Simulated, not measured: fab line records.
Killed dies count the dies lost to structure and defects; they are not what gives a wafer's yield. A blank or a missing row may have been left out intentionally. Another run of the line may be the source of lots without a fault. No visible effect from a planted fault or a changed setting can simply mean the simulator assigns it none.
Matching of chambers / flow n5-finfet / 4 sister chambers for N5_PMOS_HMC_CHANNEL_EPI_ETCH_38 on rie-si-01
The step etches SiO2 in CF4, target depth 1.5 nm. 18 wafers are shown with their chamber, then 9 later ones without.

== WAFERS PAIRED WITH THEIR CHAMBERS ==
wafer=L074.3; chamber=0; throttle-valve-pct (%)=21.73; oes-product-au (a.u.)=1.028
wafer=L074.4; chamber=2; throttle-valve-pct (%)=22.08; oes-product-au (a.u.)=0.992
wafer=L074.5; chamber=3; throttle-valve-pct (%)=21.95; oes-product-au (a.u.)=0.968
wafer=L081.2; chamber=3; throttle-valve-pct (%)=21.96; oes-product-au (a.u.)=0.976
wafer=L081.5; chamber=0; throttle-valve-pct (%)=21.72; oes-product-au (a.u.)=1.033
wafer=L081.6; chamber=3; throttle-valve-pct (%)=21.97; oes-product-au (a.u.)=0.986
wafer=L082.1; chamber=1; throttle-valve-pct (%)=21.71; oes-product-au (a.u.)=0.981
wafer=L082.2; chamber=3; throttle-valve-pct (%)=21.96; oes-product-au (a.u.)=0.968
wafer=L082.6; chamber=3; throttle-valve-pct (%)=21.96; oes-product-au (a.u.)=0.972
wafer=L083.4; chamber=2; throttle-valve-pct (%)=22.08; oes-product-au (a.u.)=0.993
wafer=L083.5; chamber=3; throttle-valve-pct (%)=21.97; oes-product-au (a.u.)=0.979
wafer=L083.6; chamber=2; throttle-valve-pct (%)=22.08; oes-product-au (a.u.)=0.994
wafer=L084.2; chamber=0; throttle-valve-pct (%)=21.71; oes-product-au (a.u.)=1.029
wafer=L084.4; chamber=3; throttle-valve-pct (%)=21.97; oes-product-au (a.u.)=0.976
wafer=L084.6; chamber=3; throttle-valve-pct (%)=21.97; oes-product-au (a.u.)=0.972
wafer=L085.1; chamber=2; throttle-valve-pct (%)=22.07; oes-product-au (a.u.)=0.983
wafer=L085.4; chamber=3; throttle-valve-pct (%)=21.98; oes-product-au (a.u.)=0.978
wafer=L085.5; chamber=2; throttle-valve-pct (%)=22.08; oes-product-au (a.u.)=0.986

SIGNATURES (averages over the wafers above)
reading=throttle-valve-pct; chamber 0=21.7200; chamber 1=21.7100; chamber 2=22.0780; chamber 3=21.9656; scatter within a chamber=0.00803
reading=oes-product-au; chamber 0=1.03000; chamber 1=0.98100; chamber 2=0.98960; chamber 3=0.97500; scatter within a chamber=0.00515
Rule: distance of a wafer from a chamber = root of the sum over the readings of ((wafer's reading minus chamber's mean) / reading's scatter) squared. The wafer belongs to the nearest chamber; if the next one is less than 2 further off, it can't be placed. The scatter: take each reading less its chamber's mean, square it, sum over the shown wafers, divide by the number of wafers less the number of chambers, and take the root.

== WAFERS WITH NO CHAMBER GIVEN ==
wafer=L087.1; throttle-valve-pct (%)=21.70; oes-product-au (a.u.)=0.994
wafer=L087.2; throttle-valve-pct (%)=22.07; oes-product-au (a.u.)=0.982
wafer=L087.3; throttle-valve-pct (%)=21.98; oes-product-au (a.u.)=0.973
wafer=L091.1; throttle-valve-pct (%)=21.73; oes-product-au (a.u.)=1.035
wafer=L091.3; throttle-valve-pct (%)=21.71; oes-product-au (a.u.)=0.974
wafer=L091.6; throttle-valve-pct (%)=21.72; oes-product-au (a.u.)=1.029
wafer=L094.2; throttle-valve-pct (%)=21.94; oes-product-au (a.u.)=0.968
wafer=L094.3; throttle-valve-pct (%)=21.72; oes-product-au (a.u.)=1.022
wafer=L094.6; throttle-valve-pct (%)=21.70; oes-product-au (a.u.)=0.987

== THE CHAMBER EACH PASSED THROUGH ==
wafer=L087.1; from the rows above=1; in truth=1
wafer=L087.2; from the rows above=2; in truth=2
wafer=L087.3; from the rows above=3; in truth=3
wafer=L091.1; from the rows above=0; in truth=0
wafer=L091.3; from the rows above=1; in truth=1
wafer=L091.6; from the rows above=0; in truth=0
wafer=L094.2; from the rows above=3; in truth=3
wafer=L094.3; from the rows above=0; in truth=0
wafer=L094.6; from the rows above=1; in truth=1
Placed correctly: 9 of 9. Left unplaced by these rows: 0. Wrongly placed: 0.
